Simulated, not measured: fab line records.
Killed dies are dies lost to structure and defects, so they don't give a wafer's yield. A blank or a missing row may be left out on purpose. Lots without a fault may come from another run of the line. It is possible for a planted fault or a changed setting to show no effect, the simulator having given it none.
fab line records -- flow n5Finfet
record: lots: 10, wafers: 30, lastDay: 17
route steps=1938 shown BEOL_M3@1012 BEOL_M4@1021 PASSIVATION@1936
lots untouched by any fault: they come from a run of this same line in which no faults occurred
startH: start of the lot's first displayed wafer, in hours after the record's first day -- waitH: how many hours have passed since the lot's step before this one -- " identical to the entry in the row above -- L1.1+2: one row covering several wafers at once -- - no value, or no start was given -- * or withheld: withheld -- < > ~ a bound
route shown NAME@n: NAME is a module with steps in the file, n the number in the route of the first one -- usual: mean/standard deviation of fault-free wafers -- same: alike in all rows -- chamber/n: place in a boat -- sites: readings site by site -- _std_site: the values' standard deviation -- _edge_site: the outer-site mean with the inner-site mean subtracted -- radiusMm: for every site, how far away it sits from the centre of the wafer -- mask NAME#n: copy n -- behind: the tool/chamber that last shaped the wafer -- hold: the reason the lot was held/the length of the hold in hours/how it ended -- device: the transistor (n, p or np) that didn't switch -- end of line: the tests these same wafers got at the end of their route -- step lacking rows: just its recipe -- killed: dies that structure and defects cost at the first sort, which is not the same as the wafer's yield -- map: per-die view of a wafer (x killed, . not killed, _ where there is no die)
set.NAME: the run value of the setting; set.NAME@STEP: its run value at that earlier step -- model.NAME: the simulator's own value behind a step, which no gauge read
a sample of lots followed through the steps of the route, with each step as a table and each wafer as a row
services: from which hour (startH, from the record's first day; less than 0 if before it) a tool's chamber was out of use, for how many hours, and why
== steps ==
step: N5_BEOL_M3_ANNEAL_51
recipe: tempC: 225, timeS: 90, ambient: N2
usual: wafer_temp_C_max: 226.0/0.51
lot.wafer,tool,chamber,startH,waitH,wafer_temp_C_max
L991.2,rtpAnneal-01,0,150.90,0.4,226.0
L991.3,rtpAnneal-01,0,150.90,0.4,225.5
L991.4,rtpAnneal-01,0,150.90,0.4,225.8
L992.1,rtpAnneal-01,0,162.72,0.1,225.9
L992.4,rtpAnneal-01,0,162.72,0.1,225.9
L992.5,rtpAnneal-01,0,162.72,0.1,226.0
L997.3,rtpAnneal-01,0,187.97,0.1,225.8
L997.4,rtpAnneal-01,0,187.97,0.1,225.4
L997.5,rtpAnneal-01,0,187.97,0.1,225.6
L998.3,rtpAnneal-01,0,200.94,0.1,226.1
L998.5,rtpAnneal-01,0,200.94,0.1,225.6
L998.6,rtpAnneal-01,0,200.94,0.1,225.9
L107.2,rtpAnneal-02,0,245.19,0.1,226.7
L107.3,rtpAnneal-02,0,245.19,0.1,227.5
L107.6,rtpAnneal-02,0,245.19,0.1,227.0
L110.1,rtpAnneal-01,0,261.82,0.1,226.0
L110.5,rtpAnneal-01,0,261.82,0.1,226.0
L110.6,rtpAnneal-01,0,261.82,0.1,225.9
L109.2,rtpAnneal-02,0,264.41,0.1,226.9
L109.4,rtpAnneal-02,0,264.41,0.1,227.0
L109.5,rtpAnneal-02,0,264.41,0.1,227.4
L111.1,rtpAnneal-02,0,282.94,0.1,226.6
L111.3,rtpAnneal-02,0,282.94,0.1,226.4
L111.4,rtpAnneal-02,0,282.94,0.1,226.7
L112.2,rtpAnneal-02,0,288.88,0.1,226.2
L112.4,rtpAnneal-02,0,288.88,0.1,226.4
L112.5,rtpAnneal-02,0,288.88,0.1,226.7
L113.1,rtpAnneal-01,0,291.18,0.1,225.7
L113.3,rtpAnneal-01,0,291.18,0.1,225.8
L113.6,rtpAnneal-01,0,291.18,0.1,225.5
step: N5_BEOL_M3_PRE_CLEAN_60
recipe: gas: NH3/H2, timeS: 15, tempC: *, rfPowerW: 300
usual: heaterPowerW: 97/20, susceptorTempC: *
lot.wafer,tool,chamber,startH,waitH,heaterPowerW,sinceWetCleanH,susceptorTempC
L991.2,cvdCo-02,0,151.49,0.0,68,911,*
L991.3,cvdCo-02,1,151.49,0.0,115,15,*
L991.4,cvdCo-02,0,151.49,0.0,69,-,*
L992.1,cvdCo-02,0,163.36,0.0,69,923,*
L992.4,cvdCo-02,0,163.36,0.0,71,-,*
L992.5,cvdCo-02,2,163.36,0.0,115,-,*
L997.3,cvdCo-01,2,188.51,0.0,87,271,*
L997.4,cvdCo-01,1,188.51,0.0,79,-,*
L997.5,cvdCo-01,0,188.51,0.0,103,-,*
L998.3,cvdCo-02,1,201.47,0.0,116,65,*
L998.5,cvdCo-02,1,201.47,0.0,119,-,*
L998.6,cvdCo-02,0,201.47,0.0,68,-,*
L107.2,cvdCo-02,0,245.77,0.0,70,1006,*
L107.3,cvdCo-02,2,245.77,0.0,114,508,*
L107.6,cvdCo-02,1,245.77,0.0,119,-,*
L110.1,cvdCo-02,0,262.53,0.1,71,1023,*
L110.5,cvdCo-02,1,262.53,0.1,120,-,*
L110.6,cvdCo-02,0,262.53,0.1,70,-,*
L109.2,cvdCo-01,1,264.99,0.0,79,1244,*
L109.4,cvdCo-01,2,264.99,0.0,87,-,*
L109.5,cvdCo-01,1,264.99,0.0,81,-,*
L111.1,cvdCo-01,1,283.58,0.1,80,1262,*
L111.3,cvdCo-01,0,283.58,0.1,103,825,*
L111.4,cvdCo-01,2,283.58,0.1,92,-,*
L112.2,cvdCo-02,1,289.48,0.0,118,153,*
L112.4,cvdCo-02,1,289.48,0.0,120,-,*
L112.5,cvdCo-02,2,289.48,0.0,117,-,*
L113.1,cvdCo-02,2,291.81,0.0,117,554,*
L113.3,cvdCo-02,0,291.81,0.0,69,1052,*
L113.6,cvdCo-02,0,291.81,0.0,72,-,*
step: N5_BEOL_M3_RS_MEAS_58
recipe: thkMeasGauge: four-point-probe, reads: Co_of_BEOL_M3_CO_CAP_55+Cu_of_BEOL_M3_ECD_50+Co_of_BEOL_M3_CVD_47+TaN_of_BEOL_M3_ALD_84
usual: M3_RS: 0.67/0.031
lot.wafer,tool,chamber,startH,waitH,M3_RS[ohm/sq]
L991.2,filmMetro-01,-,151.72,0.1,0.65
L991.3,filmMetro-01,-,151.72,0.1,0.67
L991.4,filmMetro-01,-,151.72,0.1,0.64
L992.1,filmMetro-01,-,163.59,0.0,0.66
L992.4,filmMetro-01,-,163.59,0.0,0.65
L992.5,filmMetro-01,-,163.59,0.0,0.60
L997.3,filmMetro-01,-,188.74,0.1,0.69
L997.4,filmMetro-01,-,188.74,0.1,0.63
L997.5,filmMetro-01,-,188.74,0.1,0.61
L998.3,filmMetro-02,-,201.71,0.1,0.66
L998.5,filmMetro-02,-,201.71,0.1,0.64
L998.6,filmMetro-02,-,201.71,0.1,0.63
L107.2,filmMetro-01,-,246.00,0.1,0.70
L107.3,filmMetro-01,-,246.00,0.1,0.74
L107.6,filmMetro-01,-,246.00,0.1,0.66
L110.1,filmMetro-01,-,262.75,0.0,0.71
L110.5,filmMetro-01,-,262.75,0.0,0.65
L110.6,filmMetro-01,-,262.75,0.0,0.69
L109.2,filmMetro-01,-,265.22,0.1,0.71
L109.4,filmMetro-01,-,265.22,0.1,0.64
L109.5,filmMetro-01,-,265.22,0.1,0.66
L111.1,filmMetro-01,-,283.81,0.0,0.70
L111.3,filmMetro-01,-,283.81,0.0,0.71
L111.4,filmMetro-01,-,283.81,0.0,0.65
L112.2,filmMetro-01,-,289.70,0.1,0.68
L112.4,filmMetro-01,-,289.70,0.1,0.64
L112.5,filmMetro-01,-,289.70,0.1,0.63
L113.1,filmMetro-01,-,292.03,0.0,0.69
L113.3,filmMetro-01,-,292.03,0.0,0.72
L113.6,filmMetro-01,-,292.03,0.0,0.70
step: N5_BEOL_M4_ILD_DEP_00
recipe: material: SiOC, targetThkA: 790, tempC: 350, precursor: DEMS/O2, pressureTorr: 5, rfW: 500, timeS: 15.3
usual: chamberPressureTorr: 4.999/0.014, heaterPowerOuterW: 273/52, heaterPowerW: 498/75, showerheadPlenumPTorr: 5.700/0.015, susceptorTempC: 349.96/0.21, throttleValvePct: 11.7/0.69
lot.wafer,tool,chamber,startH,waitH,chamberPressureTorr,heaterPowerOuterW,heaterPowerW,showerheadPlenumPTorr,sinceWetCleanH,susceptorTempC,throttleValvePct
L991.2,pecvd-03,1,151.78,0.0,4.997,238,509,5.714,1943,350.04,11.6
L991.3,pecvd-03,2,151.78,0.0,4.992,282,492,5.709,464,349.92,11.3
L991.4,pecvd-03,0,151.78,0.0,4.993,289,513,5.740,-,350.04,11.5
L992.1,pecvd-02,1,163.65,0.0,5.013,275,483,5.681,1593,349.66,12.5
L992.4,pecvd-02,0,163.65,0.0,4.990,367,639,5.665,-,350.11,13.0
L992.5,pecvd-02,2,163.65,0.0,5.017,233,398,5.711,-,350.16,10.9
L997.3,pecvd-04,0,188.80,0.0,-,-,-,-,-,-,-
L997.4,pecvd-04,2,188.80,0.0,-,-,-,-,-,-,-
L997.5,pecvd-04,0,188.80,0.0,-,-,-,-,-,-,-
L998.3,pecvd-04,1,201.77,0.0,-,-,-,-,-,-,-
L998.5,pecvd-04,2,201.77,0.0,-,-,-,-,-,-,-
L998.6,pecvd-04,0,201.77,0.0,-,-,-,-,-,-,-
L107.2,pecvd-02,2,246.06,0.0,5.002,217,359,5.701,196,349.60,11.0
L107.3,pecvd-02,0,246.06,0.0,5.002,315,568,5.675,950,350.06,13.4
L107.6,pecvd-02,0,246.06,0.0,5.001,326,590,5.661,-,349.91,13.2
L110.1,pecvd-04,0,262.81,0.0,5.003,285,538,5.696,785,349.81,11.8
L110.5,pecvd-04,1,262.81,0.0,4.992,307,536,5.680,-,349.66,10.9
L110.6,pecvd-04,0,262.81,0.0,4.998,277,532,5.701,-,349.88,11.7
L109.2,pecvd-03,1,265.28,0.0,5.017,251,504,5.702,2057,349.83,11.5
L109.4,pecvd-03,1,265.28,0.0,5.006,251,517,5.718,-,350.00,11.8
L109.5,pecvd-03,2,265.28,0.0,5.007,312,544,5.704,-,349.84,11.4
L111.1,pecvd-03,2,283.87,0.0,5.001,373,600,5.699,596,350.25,11.2
L111.3,pecvd-03,0,283.87,0.0,5.007,261,467,5.711,1350,350.03,11.3
L111.4,pecvd-03,1,283.87,0.0,4.978,232,477,5.712,-,349.70,11.5
L112.2,pecvd-03,2,289.77,0.0,5.002,337,574,5.694,602,349.85,11.5
L112.4,pecvd-03,2,289.77,0.0,5.009,330,559,5.698,-,350.02,11.4
L112.5,pecvd-03,1,289.77,0.0,4.980,176,400,5.716,-,349.99,11.7
L113.1,pecvd-04,1,292.10,0.0,5.010,323,548,5.690,300,350.07,10.9
L113.3,pecvd-04,2,292.10,0.0,5.006,236,436,5.709,61,349.86,11.4
L113.6,pecvd-04,1,292.10,0.0,4.996,325,564,5.703,-,349.98,10.9
step: N5_BEOL_M4_OCD_MEAS_38
usual: trenchDepthNm: 55.8/0.8
lot.wafer,tool,chamber,startH,waitH,trenchDepthNm
L991.2,ocd-01,-,157.62,-,57.5
L991.3,ocd-01,-,157.62,-,55.8
L991.4,ocd-01,-,157.62,-,56.2
L992.1,ocd-01,-,176.19,-,55.6
L992.4,ocd-01,-,176.19,-,57.0
L992.5,ocd-01,-,176.19,-,56.2
L997.3,ocd-02,-,199.01,-,-
L997.4,ocd-02,-,199.01,-,-
L997.5,ocd-02,-,199.01,-,-
L998.3,ocd-02,-,210.32,-,-
L998.5,ocd-02,-,210.32,-,-
L998.6,ocd-02,-,210.32,-,-
L107.2,ocd-02,-,261.50,-,55.1
L107.3,ocd-02,-,261.50,-,56.1
L107.6,ocd-02,-,261.50,-,55.6
L110.1,ocd-01,-,270.76,-,55.6
L110.5,ocd-01,-,270.76,-,55.7
L110.6,ocd-01,-,270.76,-,55.7
L109.2,ocd-01,-,279.23,-,54.7
L109.4,ocd-01,-,279.23,-,55.3
L109.5,ocd-01,-,279.23,-,55.7
L111.1,ocd-01,-,291.93,-,55.7
L111.3,ocd-01,-,291.93,-,55.0
L111.4,ocd-01,-,291.93,-,55.0
L112.2,ocd-02,-,296.89,-,55.2
L112.4,ocd-02,-,296.89,-,57.9
L112.5,ocd-02,-,296.89,-,55.6
L113.1,ocd-02,-,303.74,-,55.9
L113.3,ocd-02,-,303.74,-,54.9
L113.6,ocd-02,-,303.74,-,55.5
step: N5_BEOL_M4_RC_MEAS_101
usual: DIBL_N: 36.3/1.4, DIBL_P: 36.2/1.5, IOFF_N: 0.160/0.021, IOFF_P: 0.211/0.027, ION_N: 676/7.7, ION_P: 463/5.5, SS_N: 71.4/0.57, SS_P: 73.3/0.58, VT_N: 249.3/2.5, VT_P: -250.1/2.6
lot.wafer,tool,chamber,startH,waitH,DIBL_N[mV/V],DIBL_P[mV/V],IOFF_N[nA/um],IOFF_P[nA/um],ION_N[uA/um],ION_P[uA/um],SS_N[mV/dec],SS_P[mV/dec],VT_N[mV],VT_P[mV]
L991.2,prober-01,0,163.00,0.2,34.3,34.3,0.147,0.183,673,460,71.0,73.4,249.2,-253.5
L991.3,prober-01,0,163.00,0.2,35.3,34.4,0.144,0.182,667,455,71.3,73.5,251.0,-253.1
L991.4,prober-01,0,163.00,0.2,36.3,35.6,0.168,0.192,679,460,72.2,73.1,247.8,-251.2
L992.1,prober-01,0,181.54,0.0,38.2,38.3,0.174,0.251,683,471,72.4,73.7,248.6,-245.4
L992.4,prober-01,0,181.54,0.0,37.7,36.9,0.154,0.215,675,464,72.0,73.3,250.5,-246.7
L992.5,prober-01,0,181.54,0.0,39.7,38.2,0.195,0.248,675,465,72.0,73.9,248.5,-249.7
L107.2,prober-01,0,265.59,0.2,38.8,38.3,0.210,0.260,679,466,71.5,73.9,245.5,-248.1
L107.3,prober-01,0,265.59,0.2,36.8,36.7,0.172,0.236,685,462,71.6,73.6,248.6,-248.9
L107.6,prober-01,0,265.59,0.2,35.9,34.8,0.150,0.195,666,452,71.4,73.1,250.7,-251.8
L110.1,prober-02,0,276.11,0.0,35.1,33.6,0.140,0.178,667,459,70.2,72.8,251.3,-250.3
L110.5,prober-02,0,276.11,0.0,35.0,34.5,0.153,0.185,680,460,71.4,73.0,246.7,-255.1
L110.6,prober-02,0,276.11,0.0,34.2,33.2,0.135,0.174,668,455,70.4,72.7,249.4,-253.7
L109.2,prober-02,0,283.61,0.2,35.0,34.3,0.146,0.194,679,467,70.6,72.6,249.2,-249.9
L109.4,prober-02,0,283.61,0.2,35.2,34.6,0.144,0.202,667,462,70.2,72.6,249.8,-249.2
L109.5,prober-02,0,283.61,0.2,38.0,37.7,0.191,0.251,679,467,70.8,73.4,243.9,-248.9
L111.1,prober-02,0,296.92,0.0,36.2,37.0,0.155,0.210,681,465,71.0,72.6,248.7,-248.2
L111.3,prober-02,0,296.92,0.0,33.3,34.4,0.112,0.168,667,460,70.5,72.3,252.3,-251.6
L111.4,prober-02,0,296.92,0.0,35.4,36.0,0.134,0.185,676,465,71.1,72.1,250.8,-252.4
L112.2,prober-01,0,300.78,0.2,36.7,38.9,0.172,0.245,678,468,71.2,73.8,248.6,-249.6
L112.4,prober-01,0,300.78,0.2,34.1,35.2,0.128,0.191,662,462,70.9,72.5,250.9,-248.4
L112.5,prober-01,0,300.78,0.2,34.5,36.2,0.141,0.199,671,461,70.6,73.5,251.8,-251.2
L113.1,prober-01,0,308.31,0.0,36.9,37.2,0.179,0.233,680,468,71.7,73.4,249.0,-246.6
L113.3,prober-01,0,308.31,0.0,36.1,36.4,0.162,0.231,683,469,71.4,74.0,249.9,-250.1
L113.6,prober-01,0,308.31,0.0,37.2,37.9,0.189,0.242,687,471,72.7,74.3,247.6,-248.8
step: N5_PASSIVATION_PROBE_49
usual: defectLimitedYield: 91.3/1.4, killed_at_M0_to_M3: 34/10, killed_at_M4_up: 13/4.8, killedAtContacts: 12/6.1, killedAtFrontEnd: 40/11, killedAtOther: 3.7/2.8, killedDies: 103/16, killedOnRim: 13/3.6, killedOpen: 67/12, killedShort: 34/7.4, sort_bin_5_function: 5.1/0.95, sort_bin_6_memory: 3.2/0.62, sortNPass: 1077/16, sortYieldPct: 91.3/1.4
same: grossDies: 1180, killedAtBackSide: 0, sort_bin_4_leakage[%]: 0, sort_bin_8_speed[%]: 0
lot.wafer,tool,chamber,startH,waitH,defectLimitedYield[%],killed_at_M0_to_M3,killed_at_M4_up,killedAtContacts,killedAtFrontEnd,killedAtOther,killedDies,killedOnRim,killedOpen,killedShort,sort_bin_5_function[%],sort_bin_6_memory[%],sortNPass,sortYieldPct[%]
L991.2,prober-01,-,271.46,0.1,91.7,40,13,5,31,9,98,9,65,33,5.3,2.8,1082,91.7
L991.3,prober-01,-,271.51,0.1,90.2,29,13,7,59,8,116,12,72,43,5.7,3.7,1064,90.2
L991.4,prober-01,-,271.56,0.2,93.4,27,11,3,32,5,78,8,47,31,3.6,2.6,1102,93.4
L992.1,prober-01,-,284.83,0.0,86.0,46,20,36,57,6,165,21,106,59,8.6,5.2,1015,86.0
L992.4,prober-01,-,284.98,0.2,90.2,54,11,16,32,3,116,9,75,37,5.9,3.2,1064,90.2
L992.5,prober-01,-,285.03,0.2,91.3,45,10,13,27,8,103,15,71,32,4.9,3.6,1077,91.3
L997.3,prober-01,-,307.24,0.1,0,8,1164,1,7,0,1180,152,12,4,72.1,2.9,0,0
L997.4,prober-01,-,307.29,0.2,0,4,1166,1,9,0,1180,152,14,5,73.4,3.5,0,0
L997.5,prober-01,-,307.34,0.2,0,6,1163,1,10,0,1180,152,13,6,73.7,2.8,0,0
L998.3,prober-02,-,315.84,0.1,0,7,1168,1,4,0,1180,152,9,5,73.8,2.8,0,0
L998.5,prober-02,-,315.94,0.2,0,8,1160,5,5,2,1180,152,12,13,71.6,3.1,0,0
L998.6,prober-02,-,315.99,0.3,0,11,1162,0,6,1,1180,152,15,6,72.1,3.1,0,0
L110.1,prober-01,-,382.43,0.0,91.6,26,26,14,31,2,99,18,69,27,4.4,3.8,1081,91.6
L110.5,prober-01,-,382.63,0.2,90.8,33,14,12,47,3,109,16,71,37,5.3,3.6,1071,90.8
L110.6,prober-01,-,382.68,0.3,93.5,22,16,13,25,1,77,10,53,24,3.5,2.9,1103,93.5
killed by level:class
L991.2 BEOL_M0_SAQP:geometricParticle:open=14 STI_FIN_REVEAL:geometricParticle:open=11 BEOL_M0_SAQP:geometricParticle:short=8 BEOL_M4:geometricParticle:open=7 PASS1_CAP:geometricParticle:short=6 BEOL_M2:geometricParticle:open=5 MOL_CONTACT_COAG:geometricParticle:open=5 FIN_SAQP:geometricParticle:open=4
L991.3 STI_FIN_REVEAL:geometricParticle:open=14 FIN_SAQP:geometricParticle:short=8 FIN_SAQP:geometricParticle:open=7 MOL_CONTACT_COAG:geometricParticle:open=7 BEOL_M3:geometricParticle:open=7 GATE_CUT:geometricParticle:short=6 BEOL_M0_SAQP:geometricParticle:short=6 STI_FIN_REVEAL:geometricParticle:short=5
L991.4 BEOL_M0_SAQP:geometricParticle:short=14 STI_FIN_REVEAL:geometricParticle:open=8 GATE_CUT:geometricParticle:short=5 BEOL_M0_SAQP:geometricParticle:open=4 BEOL_M1:geometricParticle:open=4 STARTING-WAFER:geometricParticle:open=4 FIN_SAQP:geometricParticle:short=3 FIN_SAQP:geometricParticle:open=3
L992.1 MOL_CONTACT_COAG:geometricParticle:open=31 FIN_SAQP:geometricParticle:short=18 BEOL_M0_SAQP:geometricParticle:open=16 BEOL_M0_SAQP:geometricParticle:short=11 FIN_SAQP:geometricParticle:open=10 BEOL_M4:geometricParticle:open=8 BEOL_M3:geometricParticle:open=7 MOL_CONTACT_COAG:geometricParticle:short=5
L992.4 BEOL_M0_SAQP:geometricParticle:short=14 BEOL_M0_SAQP:geometricParticle:open=14 FIN_SAQP:geometricParticle:open=11 MOL_CONTACT_COAG:geometricParticle:open=11 BEOL_M2:geometricParticle:open=9 BEOL_M1:geometricParticle:open=7 MOL_CONTACT_COAG:geometricParticle:short=5 BEOL_M0:geometricParticle:open=4
L992.5 BEOL_M2:geometricParticle:open=13 MOL_CONTACT_COAG:geometricParticle:open=12 BEOL_M0_SAQP:geometricParticle:open=9 BEOL_M0_SAQP:geometricParticle:short=8 BEOL_M1:geometricParticle:open=7 FIN_SAQP:geometricParticle:open=6 FIN_SAQP:geometricParticle:short=4 STARTING-WAFER:geometricParticle:short=4
L997.3 BEOL_M4:lostPattern=1158 BEOL_M4:areaDep=6 BEOL_M1:geometricParticle:open=4 FIN_SAQP:geometricParticle:open=2 BEOL_M0:geometricParticle:open=2 PMOS_HMC_CHANNEL_EPI:geometricParticle:open=1 STI_FIN_REVEAL:geometricParticle:open=1 STI_FIN_REVEAL:geometricParticle:short=1
L997.4 BEOL_M4:lostPattern=1152 BEOL_M4:areaDep=8 BEOL_M4:geometricParticle:open=3 FIN_SAQP:geometricParticle:short=2 STARTING-WAFER:geometricParticle:open=2 FIN_SAQP:geometricParticle:open=1 STI_FIN_REVEAL:geometricParticle:short=1 DUMMY_GATE:geometricParticle:short=1
L997.5 BEOL_M4:lostPattern=1155 BEOL_M4:areaDep=6 STI_FIN_REVEAL:geometricParticle:open=5 BEOL_M1:geometricParticle:short=3 FIN_SAQP:geometricParticle:open=1 FIN_SAQP:geometricParticle:short=1 DUMMY_GATE:geometricParticle:open=1 GATE_CUT:geometricParticle:short=1
L998.3 BEOL_M4:lostPattern=1163 BEOL_M3:geometricParticle:open=3 BEOL_M4:areaDep=3 BEOL_M5:geometricParticle:open=2 BEOL_M0_SAQP:geometricParticle:open=2 BEOL_M0_SAQP:geometricParticle:short=2 FIN_SAQP:geometricParticle:short=1 STI_FIN_REVEAL:geometricParticle:open=1
L998.5 BEOL_M4:lostPattern=1150 BEOL_M4:areaDep=5 BEOL_M0_SAQP:geometricParticle:short=4 MOL_CONTACT_COAG:geometricParticle:open=3 FIN_SAQP:geometricParticle:short=2 BEOL_M4:geometricParticle:open=2 MOL_CONTACT_COAG:geometricParticle:short=2 BEOL_M0_SAQP:geometricParticle:open=2
L998.6 BEOL_M4:lostPattern=1154 BEOL_M4:areaDep=5 BEOL_M0_SAQP:geometricParticle:short=3 BEOL_M0_SAQP:geometricParticle:open=3 BEOL_M3:geometricParticle:open=3 FIN_SAQP:geometricParticle:open=2 BEOL_M4:geometricParticle:open=2 STARTING-WAFER:geometricParticle:open=2
L110.1 MOL_CONTACT_COAG:geometricParticle:open=12 BEOL_M4:geometricParticle:open=10 BEOL_M0_SAQP:geometricParticle:open=10 DUMMY_GATE:geometricParticle:open=5 STI_FIN_REVEAL:geometricParticle:open=5 BEOL_M1:geometricParticle:open=5 FIN_SAQP:geometricParticle:short=3 GATE_CUT:geometricParticle:open=3
L110.5 STI_FIN_REVEAL:geometricParticle:open=11 BEOL_M0_SAQP:geometricParticle:open=11 BEOL_M0_SAQP:geometricParticle:short=11 MOL_CONTACT_COAG:geometricParticle:open=10 FIN_SAQP:geometricParticle:open=7 FIN_SAQP:geometricParticle:short=6 BEOL_M4:geometricParticle:open=6 DUMMY_GATE:geometricParticle:open=4
L110.6 MOL_CONTACT_COAG:geometricParticle:open=12 BEOL_M2:geometricParticle:open=7 BEOL_M0_SAQP:geometricParticle:short=5 BEOL_M4:geometricParticle:open=5 FIN_SAQP:geometricParticle:short=3 FIN_SAQP:geometricParticle:open=3 STI_FIN_REVEAL:geometricParticle:open=3 DUMMY_GATE:geometricParticle:short=3
== services ==
tool,chamber,startH,hours,kind
pecvd-02,-,189.03,6.0,pm
cvdCo-02,-,191.70,1.9,repair
pecvd-03,0,199.89,3.5,repair
pecvd-04,2,202.38,-,clean
pecvd-04,2,202.38,-,consumableReplace:showerhead
pecvd-04,2,202.38,29.0,scheduledDown
pecvd-04,2,202.38,29.0,ventCycle
cvdCo-01,-,263.62,0.5,repair
pecvd-03,-,268.76,0.7,repair
pecvd-03,-,270.53,0.7,repair
pecvd-03,2,273.06,3.7,repair
pecvd-02,2,273.24,6.8,repair
cvdCo-01,-,273.90,6.9,pm
cvdCo-02,1,278.12,4.1,repair
cvdCo-01,-,291.28,6.0,pm
== key ==
firstSign: step: N5_BEOL_M4_ILD_DEP_00, reading: toolRecord, direction: missing
effect: step: N5_BEOL_M4_OCD_MEAS_38, reading: trenchDepthNm, direction: missing
effect: step: N5_PASSIVATION_PROBE_49, reading: killed_at_M4_up, direction: up, sigmas: 99+, usual: 13, struck: 1164
metAt N5_BEOL_M4_ILD_DEP_00
struckLots L997,L998
laterRowsLeftOut L997.3,L997.4,L997.5,L998.3,L998.5,L998.6
notActingAt N5_BEOL_M3_ANNEAL_51,N5_BEOL_M3_PRE_CLEAN_60,N5_BEOL_M3_RS_MEAS_58
fault: kind: skippedStepWhole, tool: pecvd-04, chamber: -, onsetH: 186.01, steps: N5_BEOL_M4_ILD_DEP_00, scope: struckLotsOnly
laterRowsLeftOut: the simulator's readings of these wafers behind a module that went badly wrong aren't trusted and aren't shown, but for the sort
